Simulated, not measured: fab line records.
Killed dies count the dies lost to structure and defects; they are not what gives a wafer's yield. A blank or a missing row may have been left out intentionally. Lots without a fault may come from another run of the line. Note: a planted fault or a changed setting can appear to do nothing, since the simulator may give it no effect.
Which tool was responsible? -- flow n5_finfet -- 72 wafers from 24 lots sampled at 4 of the route's 1938 steps

## WHAT THE GAUGES READ, wafer by wafer
N5_MOL_CONTACT_COAG_OVL_MEAS_85.
lot,measured,on,VG_OVL (nm)
L074,day 5 03:59,overlay-02,0.4 0.1 1.0
L076,day 5 11:12,overlay-02,0.0 -0.1 0.9
L075,day 5 15:05,overlay-01,-1.1 -0.9 0.8
L077,day 6 00:31,overlay-01,0.2 0.1 -0.3
L078,day 6 16:33,overlay-01,-0.3 -1.0 0.2
L079,day 6 18:11,overlay-02,0.3 0.8 1.3
L080,day 6 21:08,overlay-02,0.1 0.0 -0.6
L081,day 6 23:40,overlay-02,0.7 0.3 0.7
L082,day 7 00:02,overlay-02,0.8 1.2 0.7
L083,day 7 07:05,overlay-01,-0.3 0.5 0.9
L084,day 7 15:28,overlay-01,0.4 0.5 0.2
L085,day 7 18:07,overlay-02,0.6 1.4 1.2
L086,day 8 12:22,overlay-01,1.2 0.5 0.4
L087,day 8 13:08,overlay-01,1.6 0.8 0.3
L088,day 8 17:40,overlay-02,0.4 0.8 0.2
L089,day 8 20:33,overlay-02,1.1 1.2 1.8
L090,day 9 03:07,overlay-02,-0.5 -0.7 0.8
L091,day 9 07:02,overlay-02,0.9 1.3 0.3
L092,day 9 11:43,overlay-01,-0.1 0.4 -0.6
L093,day 9 23:19,overlay-02,-0.7 0.7 -0.1
L094,day 10 03:46,overlay-02,-1.0 -0.3 -0.4
L095,day 10 09:43,overlay-01,-0.6 0.3 0.3
L096,day 10 20:28,overlay-02,0.2 -0.4 -0.5
L097,day 10 22:22,overlay-01,0.8 -0.3 0.8

N5_MOL_CONTACT_COAG_INSPECT_57: inspects for defects (brightfield).
lot,measured,on,raw_defect_count
L074,day 5 04:02,defect_inspect-01,104 126 105
L076,day 5 11:15,defect_inspect-01,330 199 316
L075,day 5 15:07,defect_inspect-02,133 149 306
L077,day 6 00:33,defect_inspect-01,134 175 180
L078,day 6 16:37,defect_inspect-01,136 244 182
L079,day 6 18:14,defect_inspect-01,202 210 188
L080,day 6 21:11,defect_inspect-02,287 185 299
L081,day 6 23:43,defect_inspect-02,195 186 150
L082,day 7 00:05,defect_inspect-02,324 217 253
L083,day 7 07:08,defect_inspect-01,211 220 234
L084,day 7 15:31,defect_inspect-01,187 257 273
L085,day 7 18:10,defect_inspect-01,181 214 270
L086,day 8 12:24,defect_inspect-01,209 150 152
L087,day 8 13:12,defect_inspect-01,303 284 238
L088,day 8 17:44,defect_inspect-02,190 159 179
L089,day 8 20:35,defect_inspect-01,301 141 244
L090,day 9 03:11,defect_inspect-01,252 295 342
L091,day 9 07:05,defect_inspect-01,253 282 257
L092,day 9 11:46,defect_inspect-01,391 290 250
L093,day 9 23:22,defect_inspect-02,337 357 282
L094,day 10 03:49,defect_inspect-01,124 177 158
L095,day 10 09:47,defect_inspect-02,227 224 219
L096,day 10 20:31,defect_inspect-01,260 216 183
L097,day 10 22:25,defect_inspect-01,179 207 189

## WHAT TOOL EACH LOT RAN ON (gives the tool, then ch and the chambers of the sampled wafers, and finally the start)
lot,N5_MOL_CONTACT_COAG_TI_SIL_19,N5_MOL_CONTACT_COAG_PRE_CLEAN_141
L074,"pvd_sputter-01, day 4 19:11","pvd_sputter-03, day 4 20:44"
L076,"pvd_sputter-01, day 5 03:09","pvd_sputter-01, day 5 04:23"
L075,"pvd_sputter-01, day 5 06:17","pvd_sputter-01, day 5 07:11"
L077,"pvd_sputter-02, day 5 13:43","pvd_sputter-01, day 5 16:26"
L078,"pvd_sputter-02, day 6 08:33","pvd_sputter-01, day 6 10:27"
L079,"pvd_sputter-01, day 6 09:39","pvd_sputter-02, day 6 10:51"
L080,"pvd_sputter-03, day 6 11:57","pvd_sputter-01, day 6 14:32"
L081,"pvd_sputter-01, day 6 14:12","pvd_sputter-03, day 6 15:31"
L082,"pvd_sputter-03, day 6 14:49","pvd_sputter-02, day 6 16:46"
L083,"pvd_sputter-02, day 6 22:59","pvd_sputter-02, day 6 23:41"
L084,"pvd_sputter-03, day 7 07:22","pvd_sputter-03, day 7 08:36"
L085,"pvd_sputter-01, day 7 08:47","pvd_sputter-02, day 7 11:28"
L086,"pvd_sputter-03, day 8 03:00","pvd_sputter-03, day 8 04:04"
L087,"pvd_sputter-02, day 8 03:59","pvd_sputter-03, day 8 05:01"
L088,"pvd_sputter-02, day 8 07:44","pvd_sputter-02, day 8 08:52"
L089,"pvd_sputter-01, day 8 11:10","pvd_sputter-01, day 8 12:46"
L090,"pvd_sputter-02, day 8 19:01","pvd_sputter-01, day 8 19:49"
L091,"pvd_sputter-02, day 8 23:27","pvd_sputter-02, day 9 00:29"
L092,"pvd_sputter-03, day 9 03:59","pvd_sputter-03, day 9 05:17"
L093,"pvd_sputter-02, day 9 12:38","pvd_sputter-02, day 9 14:34"
L094,"pvd_sputter-01, day 9 19:01","pvd_sputter-01, day 9 20:22"
L095,"pvd_sputter-03, day 9 23:05","pvd_sputter-03, day 10 01:03"
L096,"pvd_sputter-02, day 10 10:56","pvd_sputter-02, day 10 12:23"
L097,"pvd_sputter-03, day 10 14:07","pvd_sputter-02, day 10 16:31"
- N5_MOL_CONTACT_COAG_TI_SIL_19: material Ti, target thk 4.2 nm, time 15 s.
- N5_MOL_CONTACT_COAG_PRE_CLEAN_141: time 60 s.

## AS READ BY THE TOOLS THEMSELVES (means over the sampled wafers that have a number; for cases with no such wafer, the mark the record gives instead)
N5_MOL_CONTACT_COAG_TI_SIL_19.
lot,tool,throttle_valve_pct (%)
L074,pvd_sputter-01,30.0
L076,pvd_sputter-01,30.9
L075,pvd_sputter-01,30.1
L077,pvd_sputter-02,30.3
L078,pvd_sputter-02,30.2
L079,pvd_sputter-01,29.9
L080,pvd_sputter-03,31.6
L081,pvd_sputter-01,29.7
L082,pvd_sputter-03,31.5
L083,pvd_sputter-02,31.1
L084,pvd_sputter-03,29.3
L085,pvd_sputter-01,30.8
L086,pvd_sputter-03,31.6
L087,pvd_sputter-02,31.0
L088,pvd_sputter-02,30.9
L089,pvd_sputter-01,29.6
L090,pvd_sputter-02,30.8
L091,pvd_sputter-02,31.0
L092,pvd_sputter-03,30.2
L093,pvd_sputter-02,31.0
L094,pvd_sputter-01,29.6
L095,pvd_sputter-03,29.8
L096,pvd_sputter-02,30.9
L097,pvd_sputter-03,30.6

N5_MOL_CONTACT_COAG_PRE_CLEAN_141.
lot,tool,heater_power_w (W)
L074,pvd_sputter-03,475
L076,pvd_sputter-01,467
L075,pvd_sputter-01,429
L077,pvd_sputter-01,427
L078,pvd_sputter-01,424
L079,pvd_sputter-02,470
L080,pvd_sputter-01,471
L081,pvd_sputter-03,482
L082,pvd_sputter-02,428
L083,pvd_sputter-02,433
L084,pvd_sputter-03,474
L085,pvd_sputter-02,468
L086,pvd_sputter-03,489
L087,pvd_sputter-03,447
L088,pvd_sputter-02,477
L089,pvd_sputter-01,463
L090,pvd_sputter-01,433
L091,pvd_sputter-02,427
L092,pvd_sputter-03,483
L093,pvd_sputter-02,478
L094,pvd_sputter-01,430
L095,pvd_sputter-03,474
L096,pvd_sputter-02,434
L097,pvd_sputter-02,493

## THE ANSWER, worked out from the rows above alone
Rule: the usual values come from the lots themselves. The widest of any qualifying gaps counts: lots, ordered by their means at a reading, are off when they make up no more than a third of the lots, leave a main group of 4 or more, and stand apart from it by 3 or more times the standard deviation of that group's means. The tables above print the reading to a certain number of digits; a main group whose means all agree to those digits is not used. A lot without any number at a reading at which 4 lots or more have one is off too. Where the step has rows for the other lots, those lots are counted as sound. First the gauges in route order, then the tools' own readings, where a lot's mean is used as printed above. The first step at which some lot is off is used, and at that step the reading that is off furthest; a lot without a number counts as furthest.
No lot is off at any reading shown: from this, nothing can be told.

## WHAT THE SIMULATOR HAD INSERTED
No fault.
